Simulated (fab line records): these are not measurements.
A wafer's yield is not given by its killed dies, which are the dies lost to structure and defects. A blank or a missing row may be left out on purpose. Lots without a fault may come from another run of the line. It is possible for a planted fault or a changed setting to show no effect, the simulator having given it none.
Comparing a struck lot with a sound one | flow nand-harc | 15 steps out of a route of 1302
Sound: the wafers L302.2, L302.3, L302.4. Struck: wafer L310.3 (left out: L310.6, a lot-mate that was not struck); the cause follows at the end.
At each step with rows: each side's tool, then ch and its chambers, then its first start. Under that, the readings that differ: sound wafers | struck wafers | difference of the means | sigmas: that difference in standard deviations of wafers without a fault.
alike: readings with means less than 2 such deviations apart, plus words and numbers identical on both sides. not compared: withheld readings, readings lacking a value on some wafer, bounds such as >300 that could conceal the same value, and numbers that have no deviation in the record and whose values overlap.
Wherever a step has rows on one side only, a row that says differs or no value, or a row with sigmas, the two part there. Non-overlapping numbers with no deviation appear without sigmas and do not part them. A reading missing from all wafers of one side parts the sides only when that side holds two or more wafers.

first, 1 step without rows for these wafers: NHARC_A_CHANNEL_HOLE_D1_STRIP_43 (strips in O2/COS).
NHARC_A_CHANNEL_HOLE_D1_ETCH_44: etches the open film in CF4/O2, target depth 140 nm, overetch 14 nm, time 77 s.
  sound on rie-diel-05 ch 0,2,3, day 12 09:37; struck on rie-diel-05 ch 1, day 15 17:13
  reading                         | sound             | struck | difference | sigmas
  drypump-motor-current-A (A)     | 4.9 5.2 5.3       | 6.1    | +1.0       | +2
  rf-hours-counter-h (h)          | 11 11 9           | 42     | +32        |
  rf-vpp-V (V)                    | 200.0 198.7 197.4 | 194.9  | -3.8       | -3
  showerhead-plenum-p-Torr (Torr) | 1.42 1.37 1.30    | 1.26   | -0.10      | -2
  alike: oes-product-au, throttle-valve-pct
then, 3 steps without rows for these wafers: NHARC_A_CHANNEL_HOLE_D1_STRIP_27 (strips in O2); NHARC_A_CHANNEL_HOLE_D1_PRECLEAN_28 (cleans in SC1); NHARC_A_CHANNEL_HOLE_D1_SRD_29.
NHARC_A_CHANNEL_HOLE_D1_CD_MEAS_30:
  sound on cd-sem-02, day 12 10:26; struck on cd-sem-01, day 15 18:01
  reading    | sound          | struck | difference | sigmas
  cd-nm (nm) | 89.1 90.2 89.7 | 92.3   | +2.6       | +2
NHARC_A_CHANNEL_HOLE_D1_XSEM_31:
  sound on xsem-01 ch 0, day 12 10:31; struck on xsem-01 ch 0, day 15 18:07
  reading            | sound          | struck | difference | sigmas
  bot-cd-nm (nm)     | 73.6 75.0 73.7 | 77.0   | +2.9       | +2
  tilt-deg (degrees) | 0.06 0.06 0.05 | 0.21   | +0.15      | +3
  alike: bow-nm
NHARC_A_CHANNEL_HOLE_D1_INSPECT_40:
  sound on defect-inspect-02, day 12 10:37; struck on defect-inspect-02, day 15 18:13
  alike: raw-defect-count
then, 2 steps without rows for these wafers: NHARC_A_CHANNEL_FILL_D1_PRECLEAN_00 (cleans in SC1); NHARC_A_CHANNEL_FILL_D1_SRD_01.
NHARC_A_CHANNEL_FILL_D1_ALD_02: deposits SiO2, target thk 6 nm, pulse time 10 s, ald cycles 60.
  sound on ald-hk-04 ch 0,2,3, day 12 10:49; struck on ald-hk-03 ch 2, day 15 18:25
  reading               | sound | struck | difference | sigmas
  since-wet-clean-h (h) | 5 5 5 | 130    | +125       |
  alike: heater-power-w, precursor-pulse-height-rel
  not compared: ald-cycles
NHARC_A_CHANNEL_FILL_D1_ALD_03: deposits SiNx, target thk 6 nm, pulse time 60 s, ald cycles 58.
  sound on ald-sin-batch-03 ch 0; struck on ald-sin-batch-02 ch 0
  alike: precursor-pulse-height-rel
  not compared: ald-cycles
NHARC_A_CHANNEL_FILL_D1_ALD_14: deposits SiO2, target thk 2.5 nm, pulse time 10 s, ald cycles 25.
  sound on ald-hk-04 ch 0,1,2, day 12 15:40; struck on ald-hk-01 ch 2, day 16 00:53
  reading               | sound       | struck | difference | sigmas
  ald-cycles            | 25 25 25    | 11     | -14        |
  heater-power-w (W)    | 460 499 438 | 594    | +128       | +3
  since-wet-clean-h (h) | 10 10 10    | 51     | +41        |
  alike: precursor-pulse-height-rel
NHARC_A_CHANNEL_FILL_D1_ALD_15: deposits SiNx, target thk 2 nm, pulse time 60 s, ald cycles 19.
  sound on ald-sin-batch-01 ch 0; struck on ald-sin-batch-02 ch 0
  alike: precursor-pulse-height-rel
  not compared: ald-cycles
after that, 1 step had no rows for these wafers: NHARC_END_SORT_01.

## WHERE THEY PART
Last at NHARC_A_CHANNEL_FILL_D1_ALD_14 as far as this record goes, first at NHARC_A_CHANNEL_HOLE_D1_ETCH_44. Later steps at which nothing parts them and some readings are alike: NHARC_A_CHANNEL_FILL_D1_ALD_15.

WHY: what the simulator had put in
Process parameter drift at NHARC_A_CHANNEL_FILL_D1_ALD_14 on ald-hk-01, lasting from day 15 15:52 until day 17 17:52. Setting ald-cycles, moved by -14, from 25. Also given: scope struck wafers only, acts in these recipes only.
